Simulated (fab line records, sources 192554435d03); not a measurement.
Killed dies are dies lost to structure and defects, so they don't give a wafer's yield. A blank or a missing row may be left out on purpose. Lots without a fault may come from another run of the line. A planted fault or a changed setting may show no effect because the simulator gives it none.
Chamber matching | flow n5_finfet | N5_BEOL_M2_STRIP_19 on rie_diel-04: 4 sister chambers
The step strips in O2. 22 wafers are shown with their chamber, then 11 later ones without.

WAFERS WITH THEIR CHAMBER
wafer  | chamber | drypump_motor_current_A (A) | throttle_valve_pct (%) | oes_product_au (a.u.)
L079.1 | 0       | 5.4                         | 16.77                  | 0.67
L079.2 | 3       | 6.3                         | 17.15                  | 0.66
L079.5 | 1       | 6.0                         | 16.72                  | 0.71
L081.1 | 2       | 5.3                         | 16.18                  | 0.99
L081.2 | 1       | 6.0                         | 16.71                  | 0.70
L081.3 | 3       | 6.3                         | 17.16                  | 0.67
L081.4 | 3       | 6.3                         | 17.14                  | 0.66
L081.5 | 1       | 6.0                         | 16.71                  | 0.71
L081.6 | 2       | 5.3                         | 16.16                  | 1.00
L085.1 | 1       | 6.0                         | 16.74                  | 0.70
L085.2 | 0       | 5.4                         | 16.34                  | 0.97
L085.3 | 3       | 6.3                         | 16.71                  | 0.97
L085.4 | 2       | 5.3                         | 16.20                  | 0.93
L085.5 | 3       | 6.3                         | 16.69                  | 0.97
L085.6 | 0       | 5.4                         | 16.31                  | 0.97
L086.1 | 0       | 5.4                         | 16.33                  | 0.97
L086.5 | 1       | 6.0                         | 16.75                  | 0.69
L086.6 | 0       | 5.4                         | 16.34                  | 0.97
L087.2 | 3       | 6.3                         | 16.68                  | 0.96
L087.4 | 2       | 5.4                         | 16.20                  | 0.92
L087.6 | 0       | 5.4                         | 16.33                  | 0.95
L088.1 | 2       | 5.3                         | 16.24                  | 0.91

SIGNATURES (means of the wafers above)
reading                 | chamber 0 | chamber 1 | chamber 2 | chamber 3 | scatter within a chamber
drypump_motor_current_A | 5.400     | 6.000     | 5.320     | 6.300     | 0.0211
throttle_valve_pct      | 16.4033   | 16.7260   | 16.1960   | 16.9217   | 0.163
oes_product_au          | 0.9167    | 0.7020    | 0.9500    | 0.8150    | 0.11
Rule: a wafer's distance from a chamber is the root of the sum, over the readings, of the square of ((its reading less the chamber's mean) divided by the reading's scatter). The wafer belongs to the nearest chamber; if the next one is less than 2 further off, it can't be placed. The scatter: the root of (the sum of the squares of (reading less its chamber's mean) over the shown wafers, divided by (wafers less chambers)).

WAFERS WITHOUT THEIR CHAMBER
wafer  | drypump_motor_current_A (A) | throttle_valve_pct (%) | oes_product_au (a.u.)
L088.3 | 5.4                         | 16.34                  | 0.94
L088.5 | 5.4                         | 16.35                  | 0.94
L093.1 | 6.3                         | 16.70                  | 0.93
L093.2 | 6.0                         | 16.76                  | 0.69
L093.5 | 6.0                         | 16.77                  | 0.68
L096.1 | 5.4                         | 16.37                  | 0.90
L096.2 | 5.3                         | 16.26                  | 0.89
L096.3 | 6.3                         | 16.73                  | 0.89
L096.4 | 6.0                         | 16.78                  | 0.67
L096.5 | 6.3                         | 16.74                  | 0.90
L096.6 | 5.3                         | 16.26                  | 0.88

WHICH CHAMBER EACH WENT THROUGH
wafer  | from the rows above | in truth
L088.3 | 0                   | 0
L088.5 | 0                   | 0
L093.1 | 3                   | 3
L093.2 | 1                   | 1
L093.5 | 1                   | 1
L096.1 | 0                   | 0
L096.2 | 2                   | 2
L096.3 | 3                   | 3
L096.4 | 1                   | 1
L096.5 | 3                   | 3
L096.6 | 2                   | 2
Placed correctly: 11 of 11. Can't be placed from these rows: 0. Placed wrongly: 0.
